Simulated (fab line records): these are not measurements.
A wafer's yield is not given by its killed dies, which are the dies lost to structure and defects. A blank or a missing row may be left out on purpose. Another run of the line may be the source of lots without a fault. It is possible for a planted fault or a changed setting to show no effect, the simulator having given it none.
Chamber matching ; flow nand-harc ; ald-hk-01 running NHARC_A_CHANNEL_FILL_D2_ALD_14: 4 sister chambers
The step deposits SiO2, target thk 2.5 nm, pulse time 10 s, ald cycles 25. 4 wafers are shown with their chamber, then 7 later ones without.

## WAFERS, EACH WITH ITS CHAMBER
wafer;chamber;heater-power-w (W)
L080.1;2;395
L080.2;0;498
L089.1;3;461
L089.2;1;505

## WAFERS WITH NO CHAMBER GIVEN
wafer;heater-power-w (W)
L089.4;521
L089.3;402
L089.5;459
L089.6;488
L090.1;386
L090.2;492
L090.3;504

## THE CHAMBER EACH PASSED THROUGH
wafer;from the rows above;in truth
L089.4;can't be placed: 1 or 0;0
L089.3;2;2
L089.5;3;3
L089.6;can't be placed: 0 or 1 or 3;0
L090.1;2;2
L090.2;can't be placed: 0 or 1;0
L090.3;can't be placed: 1 or 0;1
3 of 7 placed correctly. These rows do not allow placing 4 (true chamber among the candidates in 4). Placed wrongly: 0.
How it was worked out, from the rows above alone: a wafer's distance from a chamber is the root of the sum, over the readings, of the square of ((its reading less the chamber's mean) divided by the reading's scatter). The wafer belongs to the nearest chamber; if the next one is less than 2 further off, it can't be placed. A chamber's mean is the mean of its shown wafers. The scatter: with one shown wafer a chamber, the root of the mean of the squares of how far each hidden wafer lies from its nearest shown one.
